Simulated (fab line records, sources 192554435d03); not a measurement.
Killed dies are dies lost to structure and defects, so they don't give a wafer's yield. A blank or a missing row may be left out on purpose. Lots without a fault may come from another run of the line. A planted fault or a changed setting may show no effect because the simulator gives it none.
Split-lot experiment | flow n5_finfet | 7 lots, 21 wafers read, on a route of 1938 steps

THE SPLIT
At N5_BEOL_M6_VIA_ETCH_34 (etches SiCOH lowk in C4F6/O2, target depth 126.3 nm, time 50.9 s), the setting time_s was moved away from the recipe's 50.9 s on 6 of the 21 wafers read, by -22.1% to +13.2%. The other wafers ran this setting at the recipe's value.

The reading is taken at the split's own step.

THE READING
SOC_of_BEOL_M6_COAT_63.thk_nm (the simulator's own value, which no gauge read), in nm, at N5_BEOL_M6_VIA_ETCH_34 (etches SiCOH lowk in C4F6/O2, target depth 126.3 nm, time 50.9 s). The file gives no usual value for it. The 15 wafers here that ran the recipe average 54.0 nm, standard deviation 0.21 nm.

wafer  | tool, chamber at the split | time_s as run, s | against the recipe | SOC_of_BEOL_M6_COAT_63.thk_nm, nm | against lot-mates on the recipe
L078.1 | rie_diel-04, 1             | 50.9             | recipe             | 53.8                              | -
L078.2 | rie_diel-04, 2             | 50.9             | recipe             | 53.8                              | -
L078.3 | rie_diel-04, 0             | 45.03            | -11.5%             | 54.6                              | +0.8
L081.1 | rie_diel-03, 0             | 50.9             | recipe             | 54.2                              | -
L081.3 | rie_diel-03, 1             | 57.63            | +13.2%             | 53.2                              | -0.9
L081.6 | rie_diel-03, 1             | 50.9             | recipe             | 54                                | -
L089.3 | rie_diel-04, 0             | 50.9             | recipe             | 54.2                              | -
L089.5 | rie_diel-04, 0             | 41.38            | -18.7%             | 55.4                              | +1.3
L089.6 | rie_diel-04, 1             | 50.9             | recipe             | 54                                | -
L090.1 | rie_diel-03, 0             | 50.9             | recipe             | 53.8                              | -
L090.5 | rie_diel-03, 1             | 50.9             | recipe             | 53.8                              | -
L090.6 | rie_diel-03, 2             | 50.9             | recipe             | 54.2                              | -
L096.1 | rie_diel-04, 1             | 50.9             | recipe             | 53.8                              | -
L096.2 | rie_diel-04, 0             | 56.02            | +10.1%             | 53.2                              | -0.6
L096.4 | rie_diel-04, 2             | 50.9             | recipe             | 53.8                              | -
L094.1 | rie_diel-01, 2             | 39.65            | -22.1%             | 55                                | +1.2
L094.2 | rie_diel-01, 3             | 39.65            | -22.1%             | 55.4                              | +1.6
L094.5 | rie_diel-01, 3             | 50.9             | recipe             | 53.8                              | -
L097.1 | rie_diel-03, 0             | 50.9             | recipe             | 54.2                              | -
L097.2 | rie_diel-03, 3             | 50.9             | recipe             | 54.2                              | -
L097.3 | rie_diel-03, 1             | 50.9             | recipe             | 54.4                              | -

THE FIT
A straight line over all 21 wafers: SOC_of_BEOL_M6_COAT_63.thk_nm changes by -0.0608 nm for each +1% of time_s; r = -0.93; the points scatter about the line by 0.21 nm.
The same after taking each lot's own level away (the mean of its wafers on the recipe; 21 wafers): -0.0652 nm for each +1%; r = -0.98; scatter 0.12 nm.
On that fit, the largest move of time_s shifts the reading by 1.4 nm.
The lots' own levels span 53.80 to 54.27 nm, that is 2.3 times the standard deviation above.
So the lot-to-lot level changes the slope little: the two slopes agree.
Check: with one of the wafers moved furthest among these (-22.1%) left out of the fit, the line predicts +1.54 nm for it against its lot-mates. It came out at +1.2 nm against them.

OTHER SPLITS ON THESE WAFERS
These wafers also went through other splits before the reading. Each is held against what the fit with the lots' levels taken away leaves over:
other split on the same wafers | wafers away from the commonest value | r with SOC_of_BEOL_M6_COAT_63.thk_nm (lot level and that fit taken away)
N5_BEOL_M6_EXPOSE_25 dose_mj   | 3                                    | -0.02

THE WHOLE CHAIN: every reading that the file lists as answering this split, in the file's order
step                   | what it does                                                     | reading                                                                        | change (the file's fit)                | r (the file's)
N5_BEOL_M6_VIA_ETCH_34 | etches SiCOH lowk in C4F6/O2, target depth 126.3 nm, time 50.9 s | etch.depth_nm (the simulator's own value, which no gauge read)                 | +1.26 nm for each +1% of the setting   | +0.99
N5_BEOL_M6_VIA_ETCH_34 | etches SiCOH lowk in C4F6/O2, target depth 126.3 nm, time 50.9 s | SOC_of_BEOL_M6_COAT_63.thk_nm (the simulator's own value, which no gauge read) | -0.0661 nm for each +1% of the setting | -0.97

THE FILE'S OWN FIT
SOC_of_BEOL_M6_COAT_63.thk_nm changes by -0.0661 nm for each +1% of time_s, r = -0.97.
